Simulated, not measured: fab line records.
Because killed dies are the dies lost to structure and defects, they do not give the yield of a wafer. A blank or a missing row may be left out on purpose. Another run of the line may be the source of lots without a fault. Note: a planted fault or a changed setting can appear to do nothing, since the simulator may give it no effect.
Which tool was responsible? / flow n5 finfet / 29 wafers sampled from 10 lots at 1 step of a route of 1938

WHAT THE GAUGES SHOWED, per wafer
N5_BEOL_M9_CD_MEAS_11: target cd 64.1 nm.
lot=L337; measured=day 9 16:05; on=cd sem-02; cd nm (nm)=64.2 64.8
lot=L338; measured=day 9 19:02; on=cd sem-02; cd nm (nm)=64.6 63.9 64.7
lot=L339; measured=day 10 03:53; on=cd sem-02; cd nm (nm)=64.2 63.4 63.4
lot=L343; measured=day 10 23:15; on=cd sem-01; cd nm (nm)=64.0 64.9 65.1
lot=L345; measured=day 11 01:20; on=cd sem-02; cd nm (nm)=63.6 63.6 63.6
lot=L347; measured=day 11 23:38; on=cd sem-01; cd nm (nm)=64.0 62.4 62.4
lot=L350; measured=day 12 17:52; on=cd sem-02; cd nm (nm)=62.9 62.6 62.2
lot=L351; measured=day 12 18:34; on=cd sem-01; cd nm (nm)=63.6 62.8 64.3
lot=L357; measured=day 14 15:35; on=cd sem-03; cd nm (nm)=62.5 62.4 63.9
lot=L360; measured=day 15 03:44; on=cd sem-03; cd nm (nm)=63.4 63.0 63.2

WHICH TOOL RAN EACH LOT (tool, then ch and the chambers of the sampled wafers, then the start)
Record: no process step prior to these readings.

THE ANSWER, worked out from the rows above alone
Rule: the lots themselves supply what counts as usual. Put in order of their means at a reading, lots are off if they are a third of the lots or fewer, leave a main group of 4 or more, and stand apart from it by a gap of 3 or more times the standard deviation of the main group's means; of several such gaps the widest counts. If all means in a main group match to the digits the tables above print for the reading, that group is not used. A lot without any number at a reading at which 4 lots or more have one is off too. Any other lot the step has rows for is counted as sound.
No lot is off at any reading shown: from this, nothing can be told.

WHAT THE SIMULATOR HAD PUT IN
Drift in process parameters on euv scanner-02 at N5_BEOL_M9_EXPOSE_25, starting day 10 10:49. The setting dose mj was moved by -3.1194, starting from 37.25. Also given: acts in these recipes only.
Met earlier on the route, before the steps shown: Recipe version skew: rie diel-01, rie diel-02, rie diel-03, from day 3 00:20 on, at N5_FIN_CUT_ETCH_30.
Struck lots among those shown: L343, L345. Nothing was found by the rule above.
